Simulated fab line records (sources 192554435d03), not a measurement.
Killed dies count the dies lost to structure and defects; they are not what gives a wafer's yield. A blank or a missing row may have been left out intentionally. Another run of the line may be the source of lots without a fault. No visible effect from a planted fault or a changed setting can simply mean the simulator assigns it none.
Code-filled problem report in 8D (eight disciplines) form ; flow n5_finfet ; the parts of the form that need people (team, actions taken, sign-off) are left out

== 1. WHAT IS WRONG ==
etch_rf_on_time_s at N5_BEOL_M4_ETCH_74 reads a mean of 7.02 s on 2 wafers of 2 lots; wafers without a fault read 5.22 s with a standard deviation of 0.27. Measured from the usual mean, that is +6.7 standard deviations.
The step: etches underlayer in N2/H2, target depth 6.5 nm, time 5.2 s.
Earliest sighting: wafer L181.6 on rie_diel-04 at day 12 05:20. At this step, 16 wafers from 6 lots have a number in the record. Rule for "out" (also "out of limits"): further than 4 standard deviations from the usual mean. The other wafers with a number count as sound.

== 2. WHAT IT IS, WHAT IT ISN'T ==
question;is;is not
which readings at this step;etch_rf_on_time_s;drypump_motor_current_A, rf_vpp_V, showerhead_plenum_p_Torr, throttle_valve_pct
which lots;L181, L183;L169, L170, L171, L172
which wafers of those lots;L181.6, L183.2;L181.1, L181.3, L183.1
read on which tools;rie_diel-04;rie_diel-03, rie_diel-05
when;from day 12 05:20;"up to then (10 sound wafers); but 4 sound wafers of L170, L183 came after"

== 3. WHAT RULES OUT EACH SUSPECT ==
Counting: if a tool at a process step up to the reading ran every lot that is out, it stays a suspect. Sound lots after the first of them don't rule it out here, since some wafers of a struck lot are sound.
- rie_diel-04 at N5_BEOL_M4_DESCUM_16 (chemistry O2, time 7 s): kept. Ran every lot that is out, first one L181 (day 12 05:18); last sound lot up to then L169 (day 10 15:47).
- rie_diel-04 at N5_BEOL_M4_ETCH_74 (etches underlayer in N2/H2, target depth 6.5 nm, time 5.2 s): kept. Ran every lot that is out, first one L181 (day 12 05:20); last sound lot up to then L169 (day 10 15:49). Out on those wafers are its own readings of etch_rf_on_time_s.
- Within rie_diel-04 at N5_BEOL_M4_DESCUM_16: the wafers that are out ran in chamber 1; their sound lot-mates ran in chambers 0, 2, 3.
- Within rie_diel-04 at N5_BEOL_M4_ETCH_74: the wafers that are out ran in chamber 1; their sound lot-mates ran in chambers 0, 2, 3.
The count leaves rie_diel-04 at N5_BEOL_M4_ETCH_74 and rie_diel-04 at N5_BEOL_M4_DESCUM_16.

== 4. THE CAUSE (what the simulator had put in) ==
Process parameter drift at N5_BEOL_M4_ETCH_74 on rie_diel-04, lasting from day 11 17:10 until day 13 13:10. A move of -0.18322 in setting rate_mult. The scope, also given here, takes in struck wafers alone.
Of the 2 suspects that counting leaves, this tool is one.

== 5. THE EFFECT CHAIN, in route order ==
Each row: a reading where the mean over the struck wafers with a number is more than 3 standard deviations away from the usual. Readings are gone through only where the record gives a usual standard deviation; hours: the median, over the lots, of the time from a lot's start at the first step in this table giving one to that lot's start at this step; sigmas: the change measured in usual standard deviations.
hours;step;reading;usual;on struck wafers;change;sigmas
0;N5_BEOL_M4_ETCH_74;etch_rf_on_time_s;5.22 s;7.02;+1.80;+6.7
The process steps in it:
- N5_BEOL_M4_ETCH_74: etches underlayer in N2/H2, target depth 6.5 nm, time 5.2 s.
Later measuring or inspecting steps at which every struck wafer that the step has a row for has a number for every such reading, and none has moved that far: N5_BEOL_M4_RC_MEAS_101.

== 6. WHAT WOULD HAVE CAUGHT IT SOONER ==
The fault began at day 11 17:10; the first out-of-limits reading in this record came at day 12 05:20, 12 hours later.
